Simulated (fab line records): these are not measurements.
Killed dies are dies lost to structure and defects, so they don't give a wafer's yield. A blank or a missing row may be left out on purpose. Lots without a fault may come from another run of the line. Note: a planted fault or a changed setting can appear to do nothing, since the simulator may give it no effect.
Check for tools in common | flow nand-harc | 1 lot, 3 wafers sampled

== REASON FOR OPENING ==
At NHARC_END_SORT_01 the reading killed-dies is flagged on 1 of 1 lot. No-fault wafers: 60, standard deviation 19.
Rule: flag the lot when none of its wafers has a number, or when each of its wafers that has one lies beyond 4 standard deviations from that mean. All remaining lots are regarded as sound.

lot  | measured     | on        | killed-dies, wafer by wafer | flag
L908 | day 30 23:10 | prober-02 | 676 677 677                 | FLAGGED
The mean of the flagged lots' numbers is 677, +617 from the usual (+32 standard deviations).

== LOT BY LOT: THE TOOL USED ==
Before the reading, the record contains 4 process steps out of a 1302-step route. In each cell: the tool, then ch and the chambers that the sampled wafers went through, then the start.
lot  | flag    | NHARC_A_CHANNEL_HOLE_D1_DEP_00 | NHARC_A_BONDPAD_DEGAS_25 | NHARC_THIN_TSV_DESCUM_35 | NHARC_THIN_TSV_STRIP_56
L908 | FLAGGED | acl-dep-01 ch 0, day 14 11:29  | no row                   | no row                   | no row
What is done by these steps:
- NHARC_A_CHANNEL_HOLE_D1_DEP_00: deposits aC, target thk 3100 nm.
- NHARC_A_BONDPAD_DEGAS_25: time 60 s.
- NHARC_THIN_TSV_DESCUM_35: chemistry O2, time 3 s.
- NHARC_THIN_TSV_STRIP_56: strips in O2.
- NHARC_END_SORT_01

== FLAGGED AGAINST TOTAL, ONE TOOL AT A TIME (gauges that did the reading follow at the end) ==
step                           | tool       | lots run | flagged | share of the flagged lots | sound lots run after its first flagged lot
NHARC_A_CHANNEL_HOLE_D1_DEP_00 | acl-dep-01 | 1        | 1       | all                       | 0
NHARC_END_SORT_01              | prober-02  | 1        | 1       | all                       | 0

== WHAT IS ALLOWED BY THE TABLE ==
2 rows of the table ran every flagged lot: acl-dep-01 at NHARC_A_CHANNEL_HOLE_D1_DEP_00, prober-02 at NHARC_END_SORT_01.
- acl-dep-01 at NHARC_A_CHANNEL_HOLE_D1_DEP_00: 1 of its 1 lot flagged. No sound lot ran on it before its first flagged lot in this sample; the start therefore can't be narrowed down.
- prober-02 at NHARC_END_SORT_01: 1 of its 1 lot flagged. No sound lot ran on it before its first flagged lot in this sample; the start therefore can't be narrowed down.
A lot count leaves these 2 tools indistinguishable: every one of them fits a fault beginning at some hour. More lots, or a look at what each step does to the wafer, might.

== WHAT WAS PUT IN BY THE SIMULATOR ==
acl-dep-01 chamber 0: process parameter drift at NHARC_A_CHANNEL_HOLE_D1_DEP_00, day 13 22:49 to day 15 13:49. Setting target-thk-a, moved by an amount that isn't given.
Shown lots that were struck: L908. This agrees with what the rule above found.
